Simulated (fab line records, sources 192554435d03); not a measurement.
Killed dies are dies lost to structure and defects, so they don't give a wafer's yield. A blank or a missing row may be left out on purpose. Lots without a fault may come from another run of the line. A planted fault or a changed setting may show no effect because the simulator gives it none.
Split-lot experiment | flow n5_finfet | 7 lots, 39 wafers read, on a route of 1938 steps

THE SPLIT
At N5_HKMG_FIN_DEVELOP_48 (develop time 30 s), the setting develop_time_s was moved away from the recipe's 30 s on 15 of the 39 wafers read, by -57.1% to +54.9%. The other wafers ran this setting at the recipe's value.

The file shows no step between the split and the reading.

THE READING
cd_nm, in nm, at N5_HKMG_FIN_CD_MEAS_49 (target cd 202 nm). Fault-free wafers of this fab line usually give 202.1 nm, standard deviation 0.63 nm.

wafer  | tool, chamber at the split | develop_time_s as run, s | against the recipe | cd_nm, nm | against lot-mates on the recipe
L078.1 | litho_track-04, 0          | 30                       | recipe             | 201.8     | -
L078.2 | litho_track-04, 0          | 23.01                    | -23.3%             | 201.0     | -1.3
L078.3 | litho_track-04, 0          | 30                       | recipe             | 203.0     | -
L078.4 | litho_track-04, 0          | 23.01                    | -23.3%             | 201.3     | -1.0
L078.5 | litho_track-04, 0          | 23.01                    | -23.3%             | 201.2     | -1.1
L078.6 | litho_track-04, 0          | 30                       | recipe             | 202.1     | -
L081.1 | litho_track-01, 0          | 46.48                    | +54.9%             | 203.2     | +2.3
L081.2 | litho_track-01, 0          | 46.48                    | +54.9%             | 203.4     | +2.5
L081.3 | litho_track-01, 0          | 30                       | recipe             | 201.0     | -
L081.4 | litho_track-01, 0          | 46.48                    | +54.9%             | 203.1     | +2.2
L081.5 | litho_track-01, 0          | 30                       | recipe             | 201.2     | -
L081.6 | litho_track-01, 0          | 30                       | recipe             | 200.5     | -
L082.1 | litho_track-04, 0          | 42.96                    | +43.2%             | 203.8     | +2.2
L082.2 | litho_track-04, 0          | 30                       | recipe             | 201.7     | -
L082.3 | litho_track-04, 0          | 30                       | recipe             | 201.6     | -
L082.4 | litho_track-04, 0          | 42.96                    | +43.2%             | 203.2     | +1.6
L082.5 | litho_track-04, 0          | 42.96                    | +43.2%             | 203.6     | +2.0
L082.6 | litho_track-04, 0          | 30                       | recipe             | 201.5     | -
L083.1 | litho_track-04, 0          | 30                       | recipe             | 202.6     | -
L083.2 | litho_track-04, 0          | 30                       | recipe             | 203.5     | -
L083.3 | litho_track-04, 0          | 12.86                    | -57.1%             | 198.8     | -4.4
L083.4 | litho_track-04, 0          | 12.86                    | -57.1%             | 198.9     | -4.3
L083.5 | litho_track-04, 0          | 12.86                    | -57.1%             | 198.7     | -4.5
L083.6 | litho_track-04, 0          | 30                       | recipe             | 203.4     | -
L087.1 | litho_track-02, 0          | 30                       | recipe             | 202.2     | -
L087.2 | litho_track-02, 0          | 30                       | recipe             | 201.7     | -
L087.5 | litho_track-02, 0          | 30                       | recipe             | 202.1     | -
L090.1 | litho_track-04, 0          | 30                       | recipe             | 202.6     | -
L090.2 | litho_track-04, 0          | 30                       | recipe             | 202.3     | -
L090.3 | litho_track-04, 0          | 30                       | recipe             | 201.8     | -
L090.4 | litho_track-04, 0          | 30                       | recipe             | 203.5     | -
L090.5 | litho_track-04, 0          | 30                       | recipe             | 202.2     | -
L090.6 | litho_track-04, 0          | 30                       | recipe             | 201.9     | -
L093.1 | litho_track-01, 0          | 38.13                    | +27.1%             | 202.5     | +1.6
L093.2 | litho_track-01, 0          | 38.13                    | +27.1%             | 202.9     | +2.0
L093.3 | litho_track-01, 0          | 30                       | recipe             | 201.1     | -
L093.4 | litho_track-01, 0          | 30                       | recipe             | 201.2     | -
L093.5 | litho_track-01, 0          | 38.13                    | +27.1%             | 202.6     | +1.7
L093.6 | litho_track-01, 0          | 30                       | recipe             | 200.4     | -

THE FIT
A straight line over all 39 wafers: cd_nm changes by +0.0386 nm for each +1% of develop_time_s; r = +0.81; the points scatter about the line by 0.76 nm.
The same after taking each lot's own level away (the mean of its wafers on the recipe; 39 wafers): +0.0576 nm for each +1%; r = +0.95; scatter 0.52 nm.
On that fit, the largest move of develop_time_s shifts the reading by 3.3 nm.
The lots' own levels span 200.90 to 203.17 nm, that is 3.6 times the standard deviation above.
So the lot-to-lot level changes the slope: the two fits differ.
Check: with one of the wafers moved furthest among these (-57.1%) left out of the fit, the line predicts -3.27 nm for it against its lot-mates. It came out at -4.37 nm against them.

OTHER SPLITS ON THESE WAFERS
These wafers also went through other splits before the reading. Each is held against what the fit with the lots' levels taken away leaves over:
other split on the same wafers     | wafers away from the commonest value | r with cd_nm (lot level and that fit taken away)
N5_FIN_SAQP_HM_DEP_03 target_thk_a | 15                                   | -0.17

THE WHOLE CHAIN: every reading that the file lists as answering this split, in the file's order
step                   | what it does                                           | reading                                                                | change (the file's fit)                | r (the file's)
N5_HKMG_FIN_CD_MEAS_49 | target cd 202 nm                                       | cd_nm                                                                  | +0.0569 nm for each +1% of the setting | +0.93
N5_HKMG_FIN_ETCH_54    | etches SiARC in CF4, target depth 45.5 nm, time 75.8 s | HKMG_FIN.cd_offset_nm (the simulator's own value, which no gauge read) | +0.0547 nm for each +1% of the setting | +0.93
N5_HKMG_FIN_ETCH_55    | etches SOC in N2/H2, target depth 240 nm, time 300 s   | HKMG_FIN.cd_offset_nm (the simulator's own value, which no gauge read) | +0.0544 nm for each +1% of the setting | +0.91

THE FILE'S OWN FIT
cd_nm changes by +0.0569 nm for each +1% of develop_time_s, r = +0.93.
